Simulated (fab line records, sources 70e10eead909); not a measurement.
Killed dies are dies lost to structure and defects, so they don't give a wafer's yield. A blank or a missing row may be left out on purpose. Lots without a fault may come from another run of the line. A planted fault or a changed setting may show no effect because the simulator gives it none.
fab line records | flow nand_harc
record lots=5 wafers=15 last_day=33
route steps=1302 shown THIN_TSV@1270 END@1301
lots that met no fault: from a run of the same line without faults
start_h: hours from the record's first day to the start of the lot's first wafer shown | wait_h: hours since the lot's step before | " the same as in the row above | L1.1+2: a row that stands for several wafers | - no value, or no start given | * or withheld: withheld | < > ~ a bound
route shown NAME@n: a module of which the file shows steps, and the number in the route of the first | usual: mean/standard deviation of fault-free wafers | same: alike in all rows | chamber/n: place in a boat | sites: the reading at each site | _std_site: their standard deviation | _edge_site: outer sites' mean less inner sites' | radius_mm: how far each site lies from the wafer's centre | mask NAME#n: copy n | behind: the tool/chamber that last shaped the wafer | hold: why the lot was held/for how many hours/how that ended | device: the transistor (n, p or np) that didn't switch | end of line: the same wafers' tests at the end of the route | a step without rows: its recipe alone | killed: dies lost to structure and defects at the first sort, not the wafer's yield | map: a wafer's dies, x killed, . not, _ none there
set.NAME: the setting as run; set.NAME@STEP: as run at that earlier step | model.NAME: the simulator's own value behind a step, which no gauge read
lots at some steps of the route; a table a step, a row a wafer
services: from which hour (start_h, from the record's first day; less than 0 if before it) a tool's chamber was out of use, for how many hours, and why
## steps
# step NHARC_THIN_TSV_DEGAS_49
# recipe temp_c=300 time_s=120
# usual heater_power_w=452/40
# columns lot.wafer tool chamber start_h wait_h heater_power_w
L080.4 pvd_sputter-01 - 590.53 0.1 468
L080.1 " - " " 450
L080.2 " - " " 407
L081.1 pvd_sputter-02 - 617.80 0.1 512
L081.3 " - " " 523
L081.2 " - " " 442
L089.2 pvd_sputter-03 - 681.88 0.1 480
L089.1 " - " " 421
L089.6 " - " " 413
L093.3 pvd_sputter-03 - 731.64 0.1 422
L093.6 " - " " 424
L093.5 " - " " 385
L097.2 pvd_sputter-01 - 773.88 0.1 418
L097.4 " - " " 452
L097.1 " - " " 410
# step NHARC_THIN_TSV_PRE_CLEAN_50
# recipe time_s=30 temp_c=280 gas=H2/He
# usual heater_power_w=398/36
# columns lot.wafer tool chamber start_h wait_h heater_power_w
L080.2 pvd_sputter-01 - - - 416
L080.1 " - " " 360
L080.4 " - " " 382
L081.3 pvd_sputter-02 - - - 392
L081.2 " - " " 446
L081.1 " - " " 471
L089.2 pvd_sputter-03 - - - 435
L089.1 " - " " 372
L089.6 " - " " 381
L093.3 pvd_sputter-03 - - - 374
L093.5 " - " " 349
L093.6 " - " " 465
L097.4 pvd_sputter-01 - - - 438
L097.2 " - " " 398
L097.1 " - " " 369
# step NHARC_THIN_TSV_PVD_19
# recipe target_thk_a=200 chamber_pressure_pa=5 material=TaN
# usual chamber_pressure_pa=5.000/0.011 throttle_valve_pct=29.9/0.76
# columns lot.wafer tool chamber start_h wait_h chamber_pressure_pa throttle_valve_pct
L080.1 pvd_sputter-01 - - - 5.008 30.2
L080.2 " - " " 5.009 30.0
L080.4 " - " " 4.997 29.4
L081.3 pvd_sputter-02 - - - 5.003 29.3
L081.2 " - " " 4.987 31.5
L081.1 " - " " 4.994 30.5
L089.2 pvd_sputter-03 - - - 5.000 31.1
L089.1 " - " " 5.023 29.0
L089.6 " - " " 4.996 31.1
L093.3 pvd_sputter-03 - - - 5.005 27.9
L093.5 " - " " 5.002 30.4
L093.6 " - " " 4.996 28.9
L097.2 pvd_sputter-01 - - - 4.996 29.9
L097.4 " - " " 5.012 30.5
L097.1 " - " " 5.001 29.5
# step NHARC_THIN_TSV_PVD_51
# recipe target_thk_a=1000 chamber_pressure_pa=5 material=Cu
# usual chamber_pressure_pa=5.000/0.0092 throttle_valve_pct=29.9/0.72
# columns lot.wafer tool chamber start_h wait_h chamber_pressure_pa throttle_valve_pct
L080.2 pvd_sputter-01 - - - 4.993 30.2
L080.4 " - " " 4.994 29.8
L080.1 " - " " 5.006 29.6
L081.3 pvd_sputter-02 - - - 5.011 30.2
L081.1 " - " " 4.985 29.5
L081.2 " - " " 5.002 31.5
L089.1 pvd_sputter-03 - - - 4.999 28.9
L089.2 " - " " 5.031 29.4
L089.6 " - " " 4.983 28.8
L093.3 pvd_sputter-03 - - - 5.023 29.2
L093.6 " - " " 5.006 28.1
L093.5 " - " " 4.997 30.3
L097.1 pvd_sputter-01 - - - 4.990 30.4
L097.2 " - " " 4.993 29.2
L097.4 " - " " 5.002 29.6
# step NHARC_THIN_TSV_ECD_20
# recipe target_thk_a=20000 material=Cu
# columns lot.wafer tool chamber start_h wait_h
L080.1+2+4 ecd_cu-02 0,1,0 590.99 -
L081.1+2+3 ecd_cu-01 0,1,0 618.26 -
L089.2+1+6 ecd_cu-02 0,1,1 682.31 -
L093.3+5+6 ecd_cu-02 0,0,1 732.29 -
L097.2+1+4 ecd_cu-01 0,1,0 774.34 -
# step NHARC_THIN_TSV_ANNEAL_52
# recipe temp_c=225 time_s=90
# usual wafer_temp_C_max=225.85/0.22
# columns lot.wafer tool chamber start_h wait_h wafer_temp_C_max
L080.1 rtp_anneal-02 0 591.71 0.6 225.64
L080.2 " 0 " " 226.33
L080.4 " 0 " " 225.67
L081.1 rtp_anneal-01 0 618.97 0.6 225.99
L081.2 " 0 " " 226.18
L081.3 " 0 " " 225.99
L089.1 rtp_anneal-02 0 683.04 0.5 226.22
L089.2 " 0 " " 225.63
L089.6 " 0 " " 225.85
L093.3 rtp_anneal-01 0 732.91 0.5 225.96
L093.5 " 0 " " 225.64
L093.6 " 0 " " 225.59
L097.1 rtp_anneal-01 0 775.22 0.7 225.77
L097.2 " 0 " " 225.54
L097.4 " 0 " " 225.35
# step NHARC_THIN_TSV_CMP_21
# recipe t_overpolish_s=30 target_thk_nm=2000
# usual motor_current_A=12.1/0.84 overpolish_run_s=30.000/0.0098
# columns lot.wafer tool chamber start_h wait_h motor_current_A overpolish_run_s
L080.1 cmp-02 2 592.05 - 11.5 29.977
L080.2 " 3 " " 13.2 30.008
L080.4 " 0 " " 12.7 30.001
L081.1 cmp-01 0 619.32 - 12.7 30.014
L081.2 " 2 " " 11.9 29.992
L081.3 " 3 " " 11.6 30.001
L089.2 cmp-03 2 683.39 - 13.1 30.013
L089.1 " 3 " " 11.8 29.981
L089.6 " 2 " " 12.8 30.003
L093.3 cmp-01 0 733.15 - 12.4 29.991
L093.6 " 0 " " 12.8 29.984
L093.5 " 1 " " 11.7 30.004
L097.2 cmp-03 2 775.57 - 13.1 30.017
L097.4 " 3 " " 11.3 29.997
L097.1 " 0 " " 12.6 30.010
# step NHARC_THIN_TSV_SRD_23
# columns lot.wafer tool chamber start_h wait_h
L080.2+4+1 wet_bench-08 6,0,1 592.42 0.0
L081.3+1+2 wet_bench-10 2,6,7 619.68 0.0
L089.6+2+1 wet_bench-10 4,6,7 683.76 0.0
L093.5+3+6 wet_bench-10 7,0,3 733.52 0.0
L097.2+1+4 wet_bench-08 5,6,1 775.93 0.0
# step NHARC_THIN_TSV_DEGAS_53
# recipe temp_c=300 time_s=60
# usual heater_power_w=464/47
# columns lot.wafer tool chamber start_h wait_h heater_power_w
L080.1 pvd_sputter-02 - 592.51 0.1 486
L080.2 " - " " 435
L080.4 " - " " 517
L081.3 pvd_sputter-02 - 619.79 0.1 438
L081.2 " - " " 519
L081.1 " - " " 520
L089.2 pvd_sputter-01 - 683.86 0.1 494
L089.1 " - " " 434
L089.6 " - " " 411
L093.3 pvd_sputter-03 - 733.63 0.1 386
L093.5 " - " " 405
L093.6 " - " " 414
L097.1 pvd_sputter-01 - 776.02 0.1 446
L097.2 " - " " 408
L097.4 " - " " 507
# step NHARC_THIN_TSV_PRE_CLEAN_54
# recipe time_s=30 temp_c=280 gas=H2/He
# usual heater_power_w=411/39
# columns lot.wafer tool chamber start_h wait_h heater_power_w
L080.1 pvd_sputter-02 - 592.59 0.1 433
L080.2 " - " " 389
L080.4 " - " " 458
L081.1 pvd_sputter-02 - 619.86 0.0 453
L081.3 " - " " 467
L081.2 " - " " 439
L089.2 pvd_sputter-01 - 683.94 0.1 368
L089.1 " - " " 402
L089.6 " - " " 437
L093.3 pvd_sputter-03 - 733.70 0.1 366
L093.5 " - " " 340
L093.6 " - " " 463
L097.4 pvd_sputter-01 - 776.11 0.1 390
L097.2 " - " " 362
L097.1 " - " " 429
# step NHARC_THIN_TSV_PVD_55
# recipe target_thk_a=500 material=TiN
# columns lot.wafer tool chamber start_h wait_h
L080.4+1+2 pvd_sputter-02 - 592.66 0.0
L081.2+1+3 pvd_sputter-02 - 619.93 0.0
L089.2+1+6 pvd_sputter-01 - 683.99 0.0
L093.3+6+5 pvd_sputter-03 - 733.78 0.1
L097.2+1+4 pvd_sputter-01 - 776.17 0.0
# step NHARC_THIN_TSV_PVD_24
# recipe target_thk_a=8000 power_w=withheld chamber_pressure_pa=withheld substrate_temp_c=withheld time_s=withheld gas=Ar material=Al
# columns lot.wafer tool chamber start_h wait_h
L080.4+1+2 pvd_sputter-02 - 592.81 0.1
L081.3+1+2 pvd_sputter-02 - 620.08 0.1
L089.2+1+6 pvd_sputter-01 - 684.20 0.2
L093.3+5+6 pvd_sputter-03 - 733.91 0.1
L097.2+1+4 pvd_sputter-01 - 776.32 0.1
# step NHARC_THIN_TSV_DEHYDRATE_25
# recipe temp_c=150 time_s=120
# columns lot.wafer tool chamber start_h wait_h
L080.1+2+4 litho_track-03 0 593.22 -
L081.1+2+3 litho_track-05 0 620.49 -
L089.1+2+6 litho_track-02 0 684.56 -
L093.3+5+6 litho_track-05 0 734.33 -
L097.1+2+4 litho_track-02 0 776.73 -
# step NHARC_THIN_TSV_HMDS_26
# recipe time_s=30
# columns lot.wafer tool chamber start_h wait_h
L080.1+2+4 litho_track-03 0 - -
L081.1+2+3 litho_track-05 0 - -
L089.1+2+6 litho_track-02 0 - -
L093.3+5+6 litho_track-05 0 - -
L097.1+2+4 litho_track-02 0 - -
# step NHARC_THIN_TSV_COAT_27
# recipe spin_rpm=*
# columns lot.wafer tool chamber start_h wait_h
L080.1+2+4 litho_track-03 0 - -
L081.1+2+3 litho_track-05 0 - -
L089.1+2+6 litho_track-02 0 - -
L093.3+5+6 litho_track-05 0 - -
L097.1+2+4 litho_track-02 0 - -
# step NHARC_THIN_TSV_SOFTBAKE_28
# recipe temp_c=122 time_s=95
# columns lot.wafer tool chamber start_h wait_h
L080.1+2+4 litho_track-03 0 - -
L081.1+2+3 litho_track-05 0 - -
L089.1+2+6 litho_track-02 0 - -
L093.3+5+6 litho_track-05 0 - -
L097.1+2+4 litho_track-02 0 - -
# step NHARC_THIN_TSV_EBR_29
# columns lot.wafer tool chamber start_h wait_h
L080.1+2+4 litho_track-03 0 - -
L081.1+2+3 litho_track-05 0 - -
L089.1+2+6 litho_track-02 0 - -
L093.3+5+6 litho_track-05 0 - -
L097.1+2+4 litho_track-02 0 - -
# step NHARC_THIN_TSV_EXPOSE_30
# recipe na=0.55 dose_mj=11.47 mask_id=PAD
# columns lot.wafer tool chamber start_h wait_h mask
L080.1+2+4 krf_scanner-01 0 593.49 - PAD#0
L081.1+2+3 krf_scanner-02 0 620.63 - PAD#0
L089.1+2+6 krf_scanner-04 0 684.70 - PAD#0
L093.3+5+6 krf_scanner-02 0 734.49 - PAD#0
L097.1+2+4 krf_scanner-04 0 776.88 - PAD#0
# step NHARC_THIN_TSV_PEB_31
# recipe peb_temp_c=118 peb_time_s=85
# columns lot.wafer tool chamber start_h wait_h
L080.1+2+4 litho_track-05 0 593.56 0.1
L081.1+2+3 litho_track-02 0 620.70 0.1
L089.1+2+6 litho_track-03 0 684.77 0.1
L093.3+5+6 litho_track-02 0 734.54 0.1
L097.1+2+4 litho_track-02 0 776.94 0.1
# step NHARC_THIN_TSV_DEVELOP_32
# recipe time_s=70
# columns lot.wafer tool chamber start_h wait_h
L080.1+2+4 litho_track-05 0 - -
L081.1+2+3 litho_track-02 0 - -
L089.1+2+6 litho_track-03 0 - -
L093.3+5+6 litho_track-02 0 - -
L097.1+2+4 litho_track-02 0 - -
# step NHARC_THIN_TSV_CD_MEAS_33
# recipe target_cd_nm=5000 landing_energy_ev=500
# usual cd_nm=5000.1/2
# columns lot.wafer tool chamber start_h wait_h cd_nm
L080.1 cd_sem-02 0 593.65 - 4998.3
L080.2 " 0 " " 5000.9
L080.4 " 0 " " 4998.6
L081.1 cd_sem-03 0 620.79 - 4999.6
L081.2 " 0 " " 4997.4
L081.3 " 0 " " 4996.8
L089.1 cd_sem-02 0 684.86 - 5000.4
L089.2 " 0 " " 5001.5
L089.6 " 0 " " 5001.3
L093.3 cd_sem-03 0 734.64 - 5000.3
L093.5 " 0 " " 5002.8
L093.6 " 0 " " 5000.4
L097.1 cd_sem-03 0 777.03 - 4996.8
L097.2 " 0 " " 5000.9
L097.4 " 0 " " 5000.2
# step NHARC_THIN_TSV_HARDBAKE_34
# recipe temp_c=125 time_s=80
# columns lot.wafer tool chamber start_h wait_h
L080.1+2+4 litho_track-02 0 593.73 -
L081.1+2+3 litho_track-05 0 620.87 -
L089.1+2+6 litho_track-05 0 684.94 -
L093.3+5+6 litho_track-05 0 734.72 -
L097.1+2+4 litho_track-02 0 777.11 -
# step NHARC_THIN_TSV_DESCUM_35
# recipe time_s=3 o2_flow_sccm=200 ar_flow_sccm=0 bias_power_w=0 chemistry=O2
# usual drypump_motor_current_A=5.7/0.49 oes_product_au=1.000/0.01 rf_vpp_V=57.6/0.83 showerhead_plenum_p_Torr=1.86/0.074 throttle_valve_pct=11.310/0.0084
# columns lot.wafer tool chamber start_h wait_h drypump_motor_current_A oes_product_au rf_hours_counter_h rf_vpp_V showerhead_plenum_p_Torr throttle_valve_pct
L080.4 rie_diel-10 1 593.81 - 5.8 1.005 6.3 56.4 1.79 11.302
L080.2 " 2 " " 5.3 0.982 7.6 58.1 1.92 11.310
L080.1 " 0 " " 6.2 1.002 6.3 57.6 1.89 11.310
L081.1 rie_diel-07 1 620.96 - 6.3 1.010 7.1 57.5 1.82 11.307
L081.3 " 2 " " 5.7 0.990 7.0 57.5 1.89 11.298
L081.2 " 3 " " 5.0 1.008 8.5 57.5 1.79 11.319
L089.1 rie_diel-11 0 685.03 - 6.4 0.998 2.8 58.4 2.01 11.318
L089.2 " 2 " " 5.8 1.005 2.9 56.3 1.80 11.318
L089.6 " 0 " " 6.4 0.987 - 57.6 2.01 11.318
L093.3 rie_diel-07 2 734.81 - 5.7 0.998 4.7 57.1 1.89 11.322
L093.6 " 0 " " 5.4 1.018 - 58.2 1.80 11.294
L093.5 " 1 " " 6.3 0.993 - 55.7 1.81 11.307
L097.1 rie_diel-11 3 777.19 - 5.3 0.997 8.2 56.7 1.84 11.309
L097.2 " 0 " " 6.4 0.984 7.5 58.6 2.01 11.318
L097.4 " 1 " " 5.1 0.998 8.1 57.2 1.83 11.323
# step NHARC_THIN_TSV_ETCH_59
# recipe target_depth_a=8800 icp_w=900 bias_w=100 Cl2_flow_sccm=60 bcl3_flow_sccm=30 time_s=138.1 chemistry=Cl2/BCl3
# usual drypump_motor_current_A=5.3/0.44 oes_product_au=1.004/0.01 throttle_valve_pct=22.265/0.0097
# columns lot.wafer tool chamber start_h wait_h drypump_motor_current_A oes_product_au rf_hours_counter_h throttle_valve_pct
L080.1 rie_metal-02 0 593.94 0.1 5.7 0.991 2.6 22.263
L080.2 " 1 " " 4.8 1.000 2.6 22.271
L080.4 " 1 " " 4.8 0.992 - 22.268
L081.2 rie_metal-02 1 621.07 0.1 4.8 1.000 3.1 22.274
L081.1 " 0 " " 5.7 0.999 3.1 22.260
L081.3 " 1 " " 4.8 0.997 - 22.273
L089.2 rie_metal-02 1 685.15 0.1 4.8 1.018 0.8 22.274
L089.1 " 0 " " 5.7 1.023 0.8 22.279
L089.6 " 0 " " 5.7 1.014 - 22.263
L093.3 rie_metal-02 1 734.99 0.2 4.8 1.021 - 22.266
L093.6 " 1 " " 4.8 1.019 - 22.265
L093.5 " 0 " " 5.7 1.017 - 22.260
L097.1 rie_metal-03 1 777.32 0.1 6.1 0.989 1.3 22.251
L097.2 " 0 " " 5.0 1.002 1.3 22.260
L097.4 " 1 " " 6.1 0.993 - 22.265
# step NHARC_THIN_TSV_ETCH_36
# recipe target_depth_a=650 over_etch_frac=0.3 time_s=18.571 ion_energy_ev=150 chemistry=Cl2/BCl3
# usual drypump_motor_current_A=5.3/0.44 oes_product_au=1.005/0.0098
# columns lot.wafer tool chamber start_h wait_h drypump_motor_current_A oes_product_au rf_hours_counter_h
L080.1 rie_metal-02 0 594.20 0.2 5.7 0.990 2.8
L080.2 " 1 " " 4.8 0.983 2.8
L080.4 " 1 " " 4.8 0.988 -
L081.1 rie_metal-02 1 621.33 0.2 4.8 0.994 3.2
L081.2 " 0 " " 5.7 0.996 3.2
L081.3 " 0 " " 5.7 0.997 -
L089.1 rie_metal-02 1 685.41 0.2 4.8 1.012 0.9
L089.2 " 0 " " 5.7 1.009 0.9
L089.6 " 1 " " 4.8 1.006 -
L093.3 rie_metal-02 1 735.19 0.2 4.8 1.021 -
L093.5 " 1 " " 4.8 1.016 -
L093.6 " 0 " " 5.7 1.018 -
L097.1 rie_metal-03 1 777.59 0.2 6.1 0.991 1.4
L097.2 " 0 " " 5.0 1.008 1.4
L097.4 " 0 " " 5.0 0.997 -
# step NHARC_THIN_TSV_STRIP_56
# recipe power_w=1500 temp_c=250 chemistry=O2
# usual drypump_motor_current_A=5.72/0.26 heater_power_w=333/8.2
# columns lot.wafer tool chamber start_h wait_h drypump_motor_current_A heater_power_w rf_hours_counter_h
L080.2 plasma_asher-01 1 594.29 0.1 5.97 354 14
L080.1 " 0 " " 5.51 339 14
L080.4 " 0 " " 5.51 346 -
L081.2 plasma_asher-02 1 621.43 0.1 5.97 317 2
L081.1 " 0 " " 5.41 337 2
L081.3 " 0 " " 5.41 319 -
L089.2 plasma_asher-02 0 685.51 0.1 5.44 331 15
L089.1 " 1 " " 5.95 331 15
L089.6 " 0 " " 5.43 328 -
L093.3 plasma_asher-01 0 735.37 0.2 5.51 336 -
L093.5 " 0 " " 5.51 333 -
L093.6 " 1 " " 5.99 328 -
L097.2 plasma_asher-01 0 777.68 0.1 5.49 334 15
L097.1 " 1 " " 5.98 319 15
L097.4 " 1 " " 5.98 333 -
# step NHARC_THIN_TSV_STRIP_57
# recipe time_s=1200 temp_c=72.5 chemistry=post_etch_residue_remover
# columns lot.wafer tool chamber start_h wait_h
L080.1+4+2 wet_bench-08 0,1,4 594.64 0.3
L081.3+1+2 wet_bench-10 4,5,0 621.79 0.2
L089.6+1+2 wet_bench-08 6,7,0 685.88 0.1
L093.5+3+6 wet_bench-08 1,2,5 735.62 0.1
L097.4+2+1 wet_bench-08 5,6,1 778.05 0.2
# step NHARC_THIN_TSV_CD_MEAS_37
# usual cd_nm=5000.9/2.8
# columns lot.wafer tool chamber start_h wait_h cd_nm
L080.1 cd_sem-02 - 595.09 - 4997.7
L080.2 " - " " 5003.5
L080.4 " - " " 5002.0
L081.1 cd_sem-03 - 622.22 - 5004.1
L081.2 " - " " 4996.1
L081.3 " - " " 4999.3
L089.1 cd_sem-03 - 686.30 - 4999.0
L089.2 " - " " 4999.6
L089.6 " - " " 4999.0
L093.3 cd_sem-02 - 736.07 - 5002.7
L093.5 " - " " 5001.9
L093.6 " - " " 5001.2
L097.1 cd_sem-03 - 778.48 - 4999.9
L097.2 " - " " 5002.7
L097.4 " - " " 5002.8
# step NHARC_THIN_TSV_ANNEAL_58
# recipe temp_c=400 time_s=1800
# usual zone_power_upper_pct=4.3/0.4
# columns lot.wafer tool chamber start_h wait_h zone_power_upper_pct
L080.1 furnace-07 0 598.16 3.1 4.1
L080.2 " 0 " " 4.1
L080.4 " 0 " " 4.2
L081.1 furnace-06 0 626.14 3.9 5.0
L081.2 " 0 " " 5.1
L081.3 " 0 " " 5.0
L089.1 furnace-01 0 687.98 1.7 3.9
L089.2 " 0 " " 4.0
L089.6 " 0 " " 3.9
L093.3 furnace-01 0 739.22 3.1 4.0
L093.5 " 0 " " 4.0
L093.6 " 0 " " 4.0
L097.1 furnace-07 0 782.67 4.2 4.1
L097.2 " 0 " " 4.1
L097.4 " 0 " " 4.2
# step NHARC_THIN_TSV_INSPECT_40
# usual raw_defect_count=560/83
# columns lot.wafer tool chamber start_h wait_h raw_defect_count
L080.1 defect_inspect-01 - 599.62 0.4 780
L080.2 " - " " 663
L080.4 " - " " 652
L081.1 defect_inspect-01 - 627.58 0.4 523
L081.2 " - " " 624
L081.3 " - " " 645
L089.1 defect_inspect-01 - 689.43 0.4 453
L089.2 " - " " 484
L089.6 " - " " 535
L093.3 defect_inspect-01 - 740.68 0.4 406
L093.5 " - " " 465
L093.6 " - " " 570
L097.1 defect_inspect-02 - 784.10 0.4 527
L097.2 " - " " 447
L097.4 " - " " 444
# step NHARC_END_WLT_00
# usual VT_DECK1_BOTTOM=0.873/0.0087 VT_DECK1_BOTTOM_INNER=0.873/0.0089 VT_DECK1_MEDIAN_NEAR_BOTTOM=0.873/0.0092 VT_DECK1_MEDIAN_NEAR_BOTTOM_INNER=0.874/0.0089 VT_DECK1_MIDDLE=0.886/0.0087 VT_DECK1_MIDDLE_INNER=0.885/0.0086 VT_DECK1_TOP=0.897/0.0081 VT_DECK1_TOP_INNER=0.897/0.0084 VT_DECK2_BOTTOM=0.871/0.0082 VT_DECK2_BOTTOM_INNER=0.871/0.0081 VT_DECK2_MEDIAN_NEAR_BOTTOM=0.872/0.0085 VT_DECK2_MEDIAN_NEAR_BOTTOM_INNER=0.872/0.009 VT_DECK2_MIDDLE=0.884/0.0083 VT_DECK2_MIDDLE_INNER=0.884/0.0075 VT_DECK2_TOP=0.896/0.008 VT_DECK2_TOP_INNER=0.896/0.0077
# columns lot.wafer tool chamber start_h wait_h VT_DECK1_BOTTOM VT_DECK1_BOTTOM_INNER VT_DECK1_MEDIAN_NEAR_BOTTOM VT_DECK1_MEDIAN_NEAR_BOTTOM_INNER VT_DECK1_MIDDLE VT_DECK1_MIDDLE_INNER VT_DECK1_TOP VT_DECK1_TOP_INNER VT_DECK2_BOTTOM VT_DECK2_BOTTOM_INNER VT_DECK2_MEDIAN_NEAR_BOTTOM VT_DECK2_MEDIAN_NEAR_BOTTOM_INNER VT_DECK2_MIDDLE VT_DECK2_MIDDLE_INNER VT_DECK2_TOP VT_DECK2_TOP_INNER
L080.1 prober-02 - 599.68 0.1 0.864 0.872 0.866 0.869 0.881 0.881 0.886 0.897 0.872 0.870 0.880 0.879 0.880 0.886 0.899 0.893
L080.2 " - " " 0.864 0.862 0.859 0.872 0.880 0.880 0.898 0.892 0.874 0.878 0.875 0.873 0.890 0.888 0.898 0.897
L080.4 " - " " 0.874 0.876 0.876 0.880 0.884 0.875 0.893 0.889 0.871 0.880 0.877 0.884 0.884 0.887 0.895 0.899
L081.1 prober-02 - 627.64 0.1 0.880 0.881 0.873 0.885 0.896 0.879 0.901 0.899 0.861 0.867 0.860 0.865 0.879 0.881 0.888 0.891
L081.2 " - " " 0.871 0.877 0.877 0.880 0.887 0.894 0.902 0.899 0.868 0.868 0.875 0.872 0.872 0.876 0.888 0.891
L081.3 " - " " 0.877 0.876 0.884 0.878 0.891 0.891 0.903 0.901 0.858 0.861 0.853 0.859 0.866 0.871 0.887 0.884
L089.1 prober-02 - 689.49 0.1 0.875 0.873 0.882 0.880 0.890 0.889 0.905 0.897 0.874 0.873 0.872 0.871 0.890 0.896 0.895 0.900
L089.2 " - " " 0.874 0.873 0.876 0.884 0.896 0.894 0.901 0.906 0.875 0.868 0.863 0.868 0.894 0.890 0.898 0.899
L089.6 " - 691.95 2.5 0.877 0.882 0.884 0.882 0.889 0.895 0.899 0.905 0.879 0.882 0.876 0.875 0.890 0.886 0.898 0.906
L093.3 prober-01 - 741.71 1.0 0.860 0.864 0.868 0.872 0.878 0.879 0.887 0.890 0.871 0.884 0.882 0.877 0.892 0.893 0.896 0.897
L093.5 " - " " 0.861 0.864 0.863 0.862 0.878 0.873 0.886 0.887 0.884 0.876 0.874 0.879 0.883 0.888 0.895 0.894
L093.6 " - " " 0.857 0.868 0.857 0.855 0.876 0.877 0.886 0.890 0.878 0.887 0.882 0.885 0.885 0.888 0.903 0.903
L097.1 prober-01 - 787.47 3.4 0.877 0.882 0.873 0.881 0.891 0.891 0.895 0.902 0.867 0.874 0.875 0.869 0.883 0.879 0.899 0.897
L097.2 " - " " 0.875 0.883 0.878 0.874 0.892 0.887 0.902 0.898 0.871 0.875 0.878 0.874 0.890 0.881 0.890 0.899
L097.4 " - 789.01 4.9 0.879 0.868 0.873 0.877 0.890 0.884 0.902 0.897 0.880 0.876 0.870 0.873 0.886 0.891 0.904 0.899
## services
# columns tool chamber start_h hours kind
ecd_cu-02 - 576.03 1.2 repair
krf_scanner-02 - 576.09 2.4 repair
litho_track-02 - 577.00 7.0 pm
cmp-01 - 577.85 4.0 pm
ecd_cu-02 - 596.27 8.0 pm
pvd_sputter-01 - 601.29 10.0 pm
wet_bench-08 - 605.43 10.4 repair
litho_track-03 - 625.00 7.0 pm
rie_metal-02 - 631.00 9.0 pm
pvd_sputter-02 - 638.02 10.0 pm
wet_bench-08 - 646.86 8.0 pm
litho_track-05 - 649.00 7.0 pm
wet_bench-10 - 663.20 8.0 pm
pvd_sputter-02 - 677.03 4.9 repair
pvd_sputter-02 - 684.54 4.1 repair
plasma_asher-01 - 696.05 9.0 pm
pvd_sputter-03 - 701.98 4.9 repair
plasma_asher-01 - 705.92 1.2 repair
pvd_sputter-03 - 710.20 10.0 pm
ecd_cu-02 - 716.72 1.4 repair
litho_track-02 - 752.00 7.0 pm
ecd_cu-02 - 769.54 6.9 repair
ecd_cu-02 - 776.45 8.0 pm
pvd_sputter-01 - 779.29 10.0 pm
## key
fault none
